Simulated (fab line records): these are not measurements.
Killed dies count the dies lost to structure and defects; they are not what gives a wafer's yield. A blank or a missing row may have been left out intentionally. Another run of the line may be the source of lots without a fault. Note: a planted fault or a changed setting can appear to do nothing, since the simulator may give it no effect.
Which tool did it? | flow nandHarc | 12 lots, 36 wafers sampled, at 5 steps of a route of 1302

WHAT THE GAUGES READ, wafer by wafer
NHARC_THIN_TSV_CD_MEAS_33 targets a cd of 5000 nm. Usual: cdNm 5000.2 nm, standard deviation 2.1.
lot  | measured     | on       | cdNm (nm)            | flag
L689 | day 23 20:11 | cdSem-03 | 4999.2 5000.9 4997.6 | 
L690 | day 24 13:47 | cdSem-02 | 5001.6 4997.7 4998.1 | 
L691 | day 24 21:01 | cdSem-01 | 5002.1 5003.5 5000.4 | 
L693 | day 25 13:16 | cdSem-03 | 4996.2 4993.9 4999.7 | 
L694 | day 26 23:37 | cdSem-02 | 5000.6 4997.4 4998.3 | 
L696 | day 26 22:25 | cdSem-01 | 4996.7 5001.3 5000.5 | 
L699 | day 28 00:37 | cdSem-01 | 4999.8 4999.4 5003.2 | 
L704 | day 30 06:19 | cdSem-03 | 4999.2 4999.6 5001.3 | 
L707 | day 31 07:34 | cdSem-03 | 5005.1 5000.4 5002.0 | 
L708 | day 31 14:02 | cdSem-01 | 5001.0 4998.4 5002.2 | 
L711 | day 33 13:46 | cdSem-03 | 5001.2 5001.6 4998.1 | 
L712 | day 34 05:17 | cdSem-02 | 5000.4 5001.2 5003.0 | 

NHARC_END_SORT_01. Usual: killedAtArray 56, standard deviation 19; killedAtOther 0.8, standard deviation 1.1; killedAtPeriphery 3.4, standard deviation 2.5; killedDies 60, standard deviation 19; killedOpen 2.9, standard deviation 1.7; killedShort 2.4, standard deviation 1.6.
lot  | measured     | on        | killedAtArray | killedAtOther | killedAtPeriphery | killedDies | killedOpen | killedShort | flag
L696 | day 27 08:28 | prober-02 | 66 134 128    | 1 2 1         | 9 8 2             | 76 144 131 | 3 4 3      | 1 3 2       | 
L699 | day 28 11:56 | prober-01 | 76 126 56     | 0 0 0         | 3 1 2             | 79 127 58  | 2 0 3      | 0 5 0       | 

TOOL THAT RAN EACH LOT (tool first, then ch and the chambers of the sampled wafers, then the start)
lot  | NHARC_A_CONTACT_ETCH_51           | NHARC_THIN_TSV_DESCUM_14          | NHARC_THIN_TSV_ETCH_44
L689 | rieDiel-02 ch 0,1,3, day 21 05:46 | rieDiel-11 ch 0,1,2, day 23 14:26 | rieDiel-11 ch 0,1,3, day 23 14:34
L690 | rieDiel-02 ch 1,2, day 21 23:56   | rieDiel-07 ch 1,2, day 24 08:04   | rieDiel-07 ch 0,2,3, day 24 08:19
L691 | rieDiel-03 ch 1,3, day 22 09:57   | rieDiel-11 ch 0,2, day 24 15:16   | rieDiel-11 ch 0,1,2, day 24 15:22
L693 | rieDiel-03 ch 0,1,3, day 23 04:20 | rieDiel-07 ch 0,2,3, day 25 07:27 | rieDiel-07 ch 1,2,3, day 25 07:38
L694 | rieDiel-03 ch 0,1,2, day 23 13:52 | rieDiel-07 ch 0,2, day 26 17:52   | rieDiel-07 ch 1,2,3, day 26 18:04
L696 | rieDiel-03 ch 1,3, day 24 03:15   | rieDiel-10 ch 2,3, day 26 16:40   | rieDiel-10 ch 1,2,3, day 26 16:52
L699 | rieDiel-03 ch 0,1,2, day 25 08:40 | rieDiel-07 ch 0,1,2, day 27 18:51 | rieDiel-07 ch 0,1,2, day 27 18:59
L704 | rieDiel-12 ch 0,1, day 27 14:44   | rieDiel-11 ch 0,2, day 30 00:28   | rieDiel-11 ch 0,2, day 30 00:36
L707 | rieDiel-02 ch 0,1,3, day 28 15:49 | rieDiel-11 ch 1,2,3, day 31 01:57 | rieDiel-11 ch 0,1,3, day 31 02:02
L708 | rieDiel-03 ch 2,3, day 28 18:26   | rieDiel-10 ch 1,2,3, day 31 08:24 | rieDiel-10 ch 0,3, day 31 08:28
L711 | rieDiel-12 ch 0,1,2, day 30 22:29 | rieDiel-11 ch 0,2,3, day 33 07:58 | rieDiel-11 ch 0,1,2, day 33 08:03
L712 | rieDiel-03 ch 0,1,3, day 31 14:50 | rieDiel-10 ch 2,3, day 33 23:35   | rieDiel-10 ch 0,3, day 33 23:43
- NHARC_A_CONTACT_ETCH_51: etches the open film in O2/COS, target depth 7000 nm, time 1820 s.
- NHARC_THIN_TSV_DESCUM_14: chemistry O2, time 3 s.
- NHARC_THIN_TSV_ETCH_44: etches the open film in CF4/O2, target depth 1594.2 nm, time 797.1 s.

WHAT THE TOOLS THEMSELVES READ (means of the sampled wafers that have a number; where no wafer has one, the mark that the record gives instead)
NHARC_A_CONTACT_ETCH_51. Usual: drypumpMotorCurrentA 5.7 A, standard deviation 0.33; oesProductAu 1.001 a.u., standard deviation 0.01; rfVppV 313.7 V, standard deviation 1.8; showerheadPlenumPTorr 3.10 Torr, standard deviation 0.1; throttleValvePct 28.329 %, standard deviation 0.0095.
lot  | tool       | drypumpMotorCurrentA (A) | oesProductAu (a.u.) | rfVppV (V) | showerheadPlenumPTorr (Torr) | throttleValvePct (%) | flag
L689 | rieDiel-02 | 5.7                      | 1.004               | 314.0      | 3.16                         | 28.343               | 
L690 | rieDiel-02 | 5.7                      | 0.994               | 312.5      | 2.98                         | 28.323               | 
L691 | rieDiel-03 | 5.5                      | 0.998               | 313.9      | 3.07                         | 28.328               | 
L693 | rieDiel-03 | 5.5                      | 1.000               | 312.9      | 3.08                         | 28.334               | 
L694 | rieDiel-03 | 5.8                      | 1.001               | 313.2      | 3.06                         | 28.324               | 
L696 | rieDiel-03 | 5.5                      | 0.996               | 312.2      | 3.07                         | 28.330               | 
L699 | rieDiel-03 | 5.8                      | 0.998               | 312.3      | 3.05                         | 28.328               | 
L704 | rieDiel-12 | 5.7                      | 1.005               | 313.1      | 3.12                         | 28.320               | 
L707 | rieDiel-02 | 5.7                      | 1.001               | 313.3      | 3.14                         | 28.328               | 
L708 | rieDiel-03 | 6.0                      | 1.007               | 311.9      | 3.04                         | 28.333               | 
L711 | rieDiel-12 | 5.8                      | 1.001               | 313.8      | 3.12                         | 28.328               | 
L712 | rieDiel-03 | 5.5                      | 0.993               | 313.4      | 3.06                         | 28.332               | 

NHARC_THIN_TSV_DESCUM_14. Usual: drypumpMotorCurrentA 5.4 A, standard deviation 0.42; oesProductAu 1.000 a.u., standard deviation 0.01; rfVppV 57.7 V, standard deviation 0.9; showerheadPlenumPTorr 1.88 Torr, standard deviation 0.063; throttleValvePct 11.312 %, standard deviation 0.0094.
lot  | tool       | drypumpMotorCurrentA (A) | oesProductAu (a.u.) | rfVppV (V) | showerheadPlenumPTorr (Torr) | throttleValvePct (%) | flag
L689 | rieDiel-11 | 5.4                      | 1.002               | 57.2       | 1.89                         | 11.317               | 
L690 | rieDiel-07 | 5.1                      | 1.003               | 57.9       | 1.89                         | 11.314               | 
L691 | rieDiel-11 | 5.3                      | 0.995               | 57.1       | 1.87                         | 11.314               | 
L693 | rieDiel-07 | 5.7                      | 0.999               | 58.0       | 1.88                         | 11.317               | 
L694 | rieDiel-07 | 5.7                      | 1.006               | 57.3       | 1.92                         | 11.308               | 
L696 | rieDiel-10 | 5.6                      | 1.007               | 57.8       | 1.97                         | 11.309               | 
L699 | rieDiel-07 | 5.3                      | 0.999               | 58.3       | 1.87                         | 11.310               | 
L704 | rieDiel-11 | 5.5                      | 0.997               | 58.6       | 1.88                         | 11.301               | 
L707 | rieDiel-11 | 5.3                      | 1.003               | 58.3       | 1.91                         | 11.319               | 
L708 | rieDiel-10 | 5.7                      | 1.004               | 57.2       | 1.91                         | 11.319               | 
L711 | rieDiel-11 | 5.2                      | 1.006               | 57.9       | 1.89                         | 11.316               | 
L712 | rieDiel-10 | 5.8                      | 1.000               | 58.0       | 1.96                         | 11.314               | 

NHARC_THIN_TSV_ETCH_44. Usual: drypumpMotorCurrentA 5.4 A, standard deviation 0.41; oesProductAu 0.999 a.u., standard deviation 0.0099; rfVppV 792 V, standard deviation 3.5; showerheadPlenumPTorr 1.80 Torr, standard deviation 0.056; throttleValvePct 16.915 %, standard deviation 0.0091.
lot  | tool       | drypumpMotorCurrentA (A) | oesProductAu (a.u.) | rfVppV (V) | showerheadPlenumPTorr (Torr) | throttleValvePct (%) | flag
L689 | rieDiel-11 | 5.1                      | 0.989               | 794        | 1.83                         | 16.916               | 
L690 | rieDiel-07 | 5.7                      | 0.999               | 792        | 1.80                         | 16.913               | 
L691 | rieDiel-11 | 5.4                      | 1.001               | 793        | 1.81                         | 16.914               | 
L693 | rieDiel-07 | 5.3                      | 0.994               | 789        | 1.76                         | 16.907               | 
L694 | rieDiel-07 | 5.3                      | 1.006               | 791        | 1.76                         | 16.914               | 
L696 | rieDiel-10 | 5.7                      | 0.995               | 795        | 1.83                         | 16.905               | 
L699 | rieDiel-07 | 5.2                      | 1.004               | 792        | 1.80                         | 16.913               | 
L704 | rieDiel-11 | 5.2                      | 0.996               | 792        | 1.79                         | 16.903               | 
L707 | rieDiel-11 | 5.1                      | 0.994               | 794        | 1.82                         | 16.927               | 
L708 | rieDiel-10 | 5.6                      | 0.987               | 794        | 1.83                         | 16.909               | 
L711 | rieDiel-11 | 5.4                      | 0.996               | 793        | 1.81                         | 16.913               | 
L712 | rieDiel-10 | 5.8                      | 0.997               | 791        | 1.77                         | 16.912               | 

THE ANSWER, worked out from the rows above alone
Rule: take the mean of a lot's wafers that have a number; if it is more than 3 standard deviations from the usual mean, the lot is off. A lot without any number at a reading at which 4 lots or more have one is off too. All remaining lots with rows at the step are treated as sound. After the gauges, taken in route order, come the tools' own readings; for these a lot's mean is taken, as printed above. At the first step where some lot is off, the reading lying furthest off is the one used; lots without a number count as furthest.
No lot is off at any reading shown: from this, nothing can be told.

WHAT HAD BEEN PUT IN BY THE SIMULATOR
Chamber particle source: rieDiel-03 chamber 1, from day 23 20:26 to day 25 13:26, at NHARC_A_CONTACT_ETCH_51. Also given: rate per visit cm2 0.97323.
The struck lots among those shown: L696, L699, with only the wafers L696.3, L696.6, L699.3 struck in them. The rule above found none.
